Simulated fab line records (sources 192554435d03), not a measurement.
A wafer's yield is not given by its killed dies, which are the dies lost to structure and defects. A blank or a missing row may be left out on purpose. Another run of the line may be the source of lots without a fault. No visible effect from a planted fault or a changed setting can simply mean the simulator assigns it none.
Split-lot study || flow n5-finfet || on a route of 1938 steps: 7 lots, 39 wafers read

ABOUT THE SPLIT
At N5_PASSIVATION_AL_DEP_21 (deposits Al, target thk 2800 nm, time 170 s), the setting target-thk-a was moved away from the recipe's 28000 angstrom on 12 of the 39 wafers read, by -42.2% to +27.1%. All remaining wafers had this setting at the recipe value.

The split's own step is where the reading is taken.

THE READING
Al_of_PASSIVATION_AL_DEP_21.thk-nm (the simulator's own value, which no gauge read), in nm, at N5_PASSIVATION_AL_DEP_21 (deposits Al, target thk 2800 nm, time 170 s). There is no usual value for it anywhere in the file. The 27 wafers here that ran the recipe average 2796 nm, standard deviation 21 nm.

{"wafer": "L074.1", "tool, chamber at the split": "pvd-sputter-02, -", "target-thk-a as run, angstrom": 35590, "against the recipe": "+27.1%", "Al_of_PASSIVATION_AL_DEP_21.thk-nm, nm": 3557, "against lot-mates on the recipe": "+761"}
{"wafer": "L074.2", "tool, chamber at the split": "pvd-sputter-02, -", "target-thk-a as run, angstrom": 28000, "against the recipe": "recipe", "Al_of_PASSIVATION_AL_DEP_21.thk-nm, nm": 2790, "against lot-mates on the recipe": "-"}
{"wafer": "L074.3", "tool, chamber at the split": "pvd-sputter-02, -", "target-thk-a as run, angstrom": 28000, "against the recipe": "recipe", "Al_of_PASSIVATION_AL_DEP_21.thk-nm, nm": 2793, "against lot-mates on the recipe": "-"}
{"wafer": "L074.4", "tool, chamber at the split": "pvd-sputter-02, -", "target-thk-a as run, angstrom": 35590, "against the recipe": "+27.1%", "Al_of_PASSIVATION_AL_DEP_21.thk-nm, nm": 3552, "against lot-mates on the recipe": "+756"}
{"wafer": "L074.5", "tool, chamber at the split": "pvd-sputter-02, -", "target-thk-a as run, angstrom": 35590, "against the recipe": "+27.1%", "Al_of_PASSIVATION_AL_DEP_21.thk-nm, nm": 3553, "against lot-mates on the recipe": "+757"}
{"wafer": "L074.6", "tool, chamber at the split": "pvd-sputter-02, -", "target-thk-a as run, angstrom": 28000, "against the recipe": "recipe", "Al_of_PASSIVATION_AL_DEP_21.thk-nm, nm": 2804, "against lot-mates on the recipe": "-"}
{"wafer": "L078.1", "tool, chamber at the split": "pvd-sputter-01, -", "target-thk-a as run, angstrom": 17420, "against the recipe": "-37.8%", "Al_of_PASSIVATION_AL_DEP_21.thk-nm, nm": 1698, "against lot-mates on the recipe": -1066}
{"wafer": "L078.2", "tool, chamber at the split": "pvd-sputter-01, -", "target-thk-a as run, angstrom": 28000, "against the recipe": "recipe", "Al_of_PASSIVATION_AL_DEP_21.thk-nm, nm": 2778, "against lot-mates on the recipe": "-"}
{"wafer": "L078.3", "tool, chamber at the split": "pvd-sputter-01, -", "target-thk-a as run, angstrom": 17420, "against the recipe": "-37.8%", "Al_of_PASSIVATION_AL_DEP_21.thk-nm, nm": 1696, "against lot-mates on the recipe": -1068}
{"wafer": "L078.4", "tool, chamber at the split": "pvd-sputter-01, -", "target-thk-a as run, angstrom": 28000, "against the recipe": "recipe", "Al_of_PASSIVATION_AL_DEP_21.thk-nm, nm": 2747, "against lot-mates on the recipe": "-"}
{"wafer": "L078.5", "tool, chamber at the split": "pvd-sputter-01, -", "target-thk-a as run, angstrom": 17420, "against the recipe": "-37.8%", "Al_of_PASSIVATION_AL_DEP_21.thk-nm, nm": 1713, "against lot-mates on the recipe": -1051}
{"wafer": "L078.6", "tool, chamber at the split": "pvd-sputter-01, -", "target-thk-a as run, angstrom": 28000, "against the recipe": "recipe", "Al_of_PASSIVATION_AL_DEP_21.thk-nm, nm": 2767, "against lot-mates on the recipe": "-"}
{"wafer": "L080.1", "tool, chamber at the split": "pvd-sputter-01, -", "target-thk-a as run, angstrom": 16190, "against the recipe": "-42.2%", "Al_of_PASSIVATION_AL_DEP_21.thk-nm, nm": 1609, "against lot-mates on the recipe": -1182}
{"wafer": "L080.2", "tool, chamber at the split": "pvd-sputter-01, -", "target-thk-a as run, angstrom": 28000, "against the recipe": "recipe", "Al_of_PASSIVATION_AL_DEP_21.thk-nm, nm": 2779, "against lot-mates on the recipe": "-"}
{"wafer": "L080.3", "tool, chamber at the split": "pvd-sputter-01, -", "target-thk-a as run, angstrom": 16190, "against the recipe": "-42.2%", "Al_of_PASSIVATION_AL_DEP_21.thk-nm, nm": 1593, "against lot-mates on the recipe": -1198}
{"wafer": "L080.4", "tool, chamber at the split": "pvd-sputter-01, -", "target-thk-a as run, angstrom": 16190, "against the recipe": "-42.2%", "Al_of_PASSIVATION_AL_DEP_21.thk-nm, nm": 1647, "against lot-mates on the recipe": -1144}
{"wafer": "L080.5", "tool, chamber at the split": "pvd-sputter-01, -", "target-thk-a as run, angstrom": 28000, "against the recipe": "recipe", "Al_of_PASSIVATION_AL_DEP_21.thk-nm, nm": 2786, "against lot-mates on the recipe": "-"}
{"wafer": "L080.6", "tool, chamber at the split": "pvd-sputter-01, -", "target-thk-a as run, angstrom": 28000, "against the recipe": "recipe", "Al_of_PASSIVATION_AL_DEP_21.thk-nm, nm": 2808, "against lot-mates on the recipe": "-"}
{"wafer": "L088.1", "tool, chamber at the split": "pvd-sputter-03, -", "target-thk-a as run, angstrom": 28000, "against the recipe": "recipe", "Al_of_PASSIVATION_AL_DEP_21.thk-nm, nm": 2811, "against lot-mates on the recipe": "-"}
{"wafer": "L088.3", "tool, chamber at the split": "pvd-sputter-03, -", "target-thk-a as run, angstrom": 28000, "against the recipe": "recipe", "Al_of_PASSIVATION_AL_DEP_21.thk-nm, nm": 2803, "against lot-mates on the recipe": "-"}
{"wafer": "L088.5", "tool, chamber at the split": "pvd-sputter-03, -", "target-thk-a as run, angstrom": 28000, "against the recipe": "recipe", "Al_of_PASSIVATION_AL_DEP_21.thk-nm, nm": 2836, "against lot-mates on the recipe": "-"}
{"wafer": "L097.1", "tool, chamber at the split": "pvd-sputter-03, -", "target-thk-a as run, angstrom": 28000, "against the recipe": "recipe", "Al_of_PASSIVATION_AL_DEP_21.thk-nm, nm": 2821, "against lot-mates on the recipe": "-"}
{"wafer": "L097.2", "tool, chamber at the split": "pvd-sputter-03, -", "target-thk-a as run, angstrom": 28000, "against the recipe": "recipe", "Al_of_PASSIVATION_AL_DEP_21.thk-nm, nm": 2823, "against lot-mates on the recipe": "-"}
{"wafer": "L097.3", "tool, chamber at the split": "pvd-sputter-03, -", "target-thk-a as run, angstrom": 28000, "against the recipe": "recipe", "Al_of_PASSIVATION_AL_DEP_21.thk-nm, nm": 2827, "against lot-mates on the recipe": "-"}
{"wafer": "L097.4", "tool, chamber at the split": "pvd-sputter-03, -", "target-thk-a as run, angstrom": 28000, "against the recipe": "recipe", "Al_of_PASSIVATION_AL_DEP_21.thk-nm, nm": 2788, "against lot-mates on the recipe": "-"}
{"wafer": "L097.5", "tool, chamber at the split": "pvd-sputter-03, -", "target-thk-a as run, angstrom": 28000, "against the recipe": "recipe", "Al_of_PASSIVATION_AL_DEP_21.thk-nm, nm": 2796, "against lot-mates on the recipe": "-"}
{"wafer": "L097.6", "tool, chamber at the split": "pvd-sputter-03, -", "target-thk-a as run, angstrom": 28000, "against the recipe": "recipe", "Al_of_PASSIVATION_AL_DEP_21.thk-nm, nm": 2810, "against lot-mates on the recipe": "-"}
{"wafer": "L089.1", "tool, chamber at the split": "pvd-sputter-01, -", "target-thk-a as run, angstrom": 28000, "against the recipe": "recipe", "Al_of_PASSIVATION_AL_DEP_21.thk-nm, nm": 2804, "against lot-mates on the recipe": "-"}
{"wafer": "L089.2", "tool, chamber at the split": "pvd-sputter-01, -", "target-thk-a as run, angstrom": 28000, "against the recipe": "recipe", "Al_of_PASSIVATION_AL_DEP_21.thk-nm, nm": 2801, "against lot-mates on the recipe": "-"}
{"wafer": "L089.3", "tool, chamber at the split": "pvd-sputter-01, -", "target-thk-a as run, angstrom": 28000, "against the recipe": "recipe", "Al_of_PASSIVATION_AL_DEP_21.thk-nm, nm": 2788, "against lot-mates on the recipe": "-"}
{"wafer": "L089.4", "tool, chamber at the split": "pvd-sputter-01, -", "target-thk-a as run, angstrom": 28000, "against the recipe": "recipe", "Al_of_PASSIVATION_AL_DEP_21.thk-nm, nm": 2813, "against lot-mates on the recipe": "-"}
{"wafer": "L089.5", "tool, chamber at the split": "pvd-sputter-01, -", "target-thk-a as run, angstrom": 28000, "against the recipe": "recipe", "Al_of_PASSIVATION_AL_DEP_21.thk-nm, nm": 2807, "against lot-mates on the recipe": "-"}
{"wafer": "L089.6", "tool, chamber at the split": "pvd-sputter-01, -", "target-thk-a as run, angstrom": 28000, "against the recipe": "recipe", "Al_of_PASSIVATION_AL_DEP_21.thk-nm, nm": 2818, "against lot-mates on the recipe": "-"}
{"wafer": "L094.1", "tool, chamber at the split": "pvd-sputter-02, -", "target-thk-a as run, angstrom": 28000, "against the recipe": "recipe", "Al_of_PASSIVATION_AL_DEP_21.thk-nm, nm": 2761, "against lot-mates on the recipe": "-"}
{"wafer": "L094.2", "tool, chamber at the split": "pvd-sputter-02, -", "target-thk-a as run, angstrom": 28000, "against the recipe": "recipe", "Al_of_PASSIVATION_AL_DEP_21.thk-nm, nm": 2778, "against lot-mates on the recipe": "-"}
{"wafer": "L094.3", "tool, chamber at the split": "pvd-sputter-02, -", "target-thk-a as run, angstrom": 16360, "against the recipe": "-41.6%", "Al_of_PASSIVATION_AL_DEP_21.thk-nm, nm": 1622, "against lot-mates on the recipe": -1146}
{"wafer": "L094.4", "tool, chamber at the split": "pvd-sputter-02, -", "target-thk-a as run, angstrom": 16360, "against the recipe": "-41.6%", "Al_of_PASSIVATION_AL_DEP_21.thk-nm, nm": 1611, "against lot-mates on the recipe": -1157}
{"wafer": "L094.5", "tool, chamber at the split": "pvd-sputter-02, -", "target-thk-a as run, angstrom": 16360, "against the recipe": "-41.6%", "Al_of_PASSIVATION_AL_DEP_21.thk-nm, nm": 1609, "against lot-mates on the recipe": -1159}
{"wafer": "L094.6", "tool, chamber at the split": "pvd-sputter-02, -", "target-thk-a as run, angstrom": 28000, "against the recipe": "recipe", "Al_of_PASSIVATION_AL_DEP_21.thk-nm, nm": 2766, "against lot-mates on the recipe": "-"}

THE FIT
A straight line over all 39 wafers: Al_of_PASSIVATION_AL_DEP_21.thk-nm changes by +28.3 nm for each +1% of target-thk-a; r = +1.00; the points scatter about the line by 21 nm.
The same after taking each lot's own level away (the mean of its wafers on the recipe; 39 wafers): +27.9 nm for each +1%; r = +1.00; scatter 12 nm.
On that fit, the largest move of target-thk-a shifts the reading by 1.2e+03 nm.
The lots' own levels span 2764.0 to 2816.7 nm, that is 2.5 times the standard deviation above.
Hence the lot-to-lot level has little effect on the slope; both slopes agree.
Check: -1.18e+03 nm against its lot-mates is what the line predicts for one of the wafers moved furthest among these (-42.2%) when that wafer is left out of the fit. It came out at -1.18e+03 nm against them.

FILE'S OWN FIT
Al_of_PASSIVATION_AL_DEP_21.thk-nm changes by +27.9 nm for each +1% of target-thk-a, r = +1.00.
